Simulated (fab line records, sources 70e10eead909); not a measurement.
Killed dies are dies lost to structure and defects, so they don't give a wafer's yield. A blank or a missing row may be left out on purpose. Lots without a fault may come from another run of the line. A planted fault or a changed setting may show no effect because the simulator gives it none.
One fault seen from 3 desks | flow nand_harc | each desk has only its own numbers; what lay behind them comes last

THE TOOL OWNER'S DESK: krf_scanner-02
The tool's own readings at NHARC_P_BONDPAD_EXPOSE_06 (exposes mask P BPAD): means of the sampled wafers that have a number, for each lot that ran on this tool. A lot is out of limits, marked OUT, if its mean lies more than 4 standard deviations from the usual mean; the brackets give that distance.
Columns: A = exposure_dose_mJ_cm2 at NHARC_P_BONDPAD_EXPOSE_06, usual 37.03
lot  | first seen here | A
L996 | day 5 20:38     | 37.04
L999 | day 6 14:03     | 37.04
L101 | day 7 23:01     | 36.99
L103 | day 8 19:31     | 47.08 (+99 or more) OUT
L105 | day 9 14:26     | 45.05 (+99 or more) OUT
L110 | day 11 15:39    | 43.47 (+99 or more) OUT
L112 | day 12 05:38    | 43.47 (+99 or more) OUT
This desk's finding: out of limits on L103, L105, L110, L112; first on L103, day 8 19:31 (exposure_dose_mJ_cm2 at NHARC_P_BONDPAD_EXPOSE_06). In limits: L996, L999, L101.

THE DEFECT DESK
What the inspections along the route counted, lot by lot: means of the sampled wafers that have a number. A lot is out of limits, marked OUT, if its mean lies more than 4 standard deviations from the usual mean; the brackets give that distance.
Columns: A = raw_defect_count at NHARC_P_M2_INSPECT_27, usual 325
lot  | first seen here | A
L996 | day 5 18:49     | 216
L999 | day 6 12:25     | 264
L101 | day 7 21:22     | 251
L103 | day 8 18:01     | 284
L105 | day 9 12:40     | 504
L110 | day 11 14:02    | 289
L112 | day 12 04:00    | 224
L113 | day 12 16:16    | 213
L118 | day 14 16:43    | 559
L119 | day 14 22:46    | 292
This desk's finding: nothing out of limits on any of the 10 lots.

THE METROLOGY DESK
What the gauges read, lot by lot, whatever tool the lot ran on: means of the sampled wafers that have a number. A lot is out of limits, marked OUT, if its mean lies more than 4 standard deviations from the usual mean; the brackets give that distance.
Columns: A = cd_nm at NHARC_P_BONDPAD_CD_MEAS_09, usual 500.0 nm
lot  | first seen here | A
L996 | day 5 20:47     | 499.9
L999 | day 6 14:12     | 502.5
L101 | day 7 23:10     | 499.9
L103 | day 8 19:40     | 509.1 (+5.7) OUT
L105 | day 9 14:35     | 508.9 (+5.6) OUT
L110 | day 11 15:48    | 505.7
L112 | day 12 05:47    | 504.9
L113 | day 12 18:03    | 500.5
L118 | day 14 18:30    | 497.8
L119 | day 15 00:50    | 501.1
This desk's finding: out of limits on L103, L105; first on L103, day 8 19:40 (cd_nm at NHARC_P_BONDPAD_CD_MEAS_09). In limits: L996, L999, L101, L110, L112, L113, L118, L119.

PUT TOGETHER
The tool owner's desk could have raised an alarm at day 8 19:31, on L103, L105, L110, L112.
The metrology desk could have raised an alarm at day 8 19:40, on L103, L105.
The defect desk saw nothing out of limits.
The defect desk has L103, L105, L110, L112 on record, within its limits.
The metrology desk has L110, L112 on record, within its limits.
Of the lots named, all ran NHARC_P_BONDPAD_EXPOSE_06 on krf_scanner-02.

WHAT THE SIMULATOR HAD PUT IN
Process parameter drift: krf_scanner-02, from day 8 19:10 on, at NHARC_P_BONDPAD_EXPOSE_06. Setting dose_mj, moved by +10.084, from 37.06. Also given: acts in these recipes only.
Lots struck among those shown: L103, L105, L110, L112.
Hours from the fault's start to each desk's first reading out of limits: the tool owner's desk, 0; the metrology desk, 0.
